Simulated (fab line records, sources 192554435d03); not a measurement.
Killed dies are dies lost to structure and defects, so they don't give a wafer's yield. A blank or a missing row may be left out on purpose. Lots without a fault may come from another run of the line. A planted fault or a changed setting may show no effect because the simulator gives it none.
Chamber matching | flow n5_finfet | N5_BEOL_M8_PECVD_70 on pecvd-01: 3 sister chambers
The step deposits SiO2 from TEOS/O2, target thk 20 nm, time 22.7 s. 6 wafers are shown with their chamber, then 11 later ones without.

WAFERS WITH THEIR CHAMBER
wafer  | chamber | throttle_valve_pct (%) | heater_power_outer_w (W)
L088.4 | 0       | 22.5                   | 469
L090.6 | 0       | 22.6                   | 526
L091.1 | 1       | 25.1                   | 363
L091.3 | 2       | 20.5                   | 385
L091.4 | 1       | 25.0                   | 369
L092.2 | 2       | 20.6                   | 329

WAFERS WITHOUT THEIR CHAMBER
wafer  | throttle_valve_pct (%) | heater_power_outer_w (W)
L092.4 | 25.1                   | 398
L092.6 | 22.4                   | 496
L093.1 | 22.7                   | 528
L093.5 | 20.6                   | 373
L093.6 | 24.9                   | 369
L094.2 | 22.7                   | 497
L094.3 | 24.8                   | 331
L094.5 | 25.0                   | 331
L097.2 | 22.9                   | 480
L097.3 | 20.5                   | 323
L097.6 | 24.7                   | 408

WHICH CHAMBER EACH WENT THROUGH
wafer  | from the rows above | in truth
L092.4 | 1                   | 1
L092.6 | 0                   | 0
L093.1 | 0                   | 0
L093.5 | 2                   | 2
L093.6 | 1                   | 1
L094.2 | 0                   | 0
L094.3 | 1                   | 1
L094.5 | 1                   | 1
L097.2 | 0                   | 0
L097.3 | 2                   | 2
L097.6 | 1                   | 1
Placed correctly: 11 of 11. Can't be placed from these rows: 0. Placed wrongly: 0.
How it was worked out, from the rows above alone: a wafer's distance from a chamber is the root of the sum, over the readings, of the square of ((its reading less the chamber's mean) divided by the reading's scatter). The wafer belongs to the nearest chamber; if the next one is less than 2 further off, it can't be placed. A chamber's mean is the mean of its shown wafers. The scatter: the root of (the sum of the squares of (reading less its chamber's mean) over the shown wafers, divided by (wafers less chambers)).
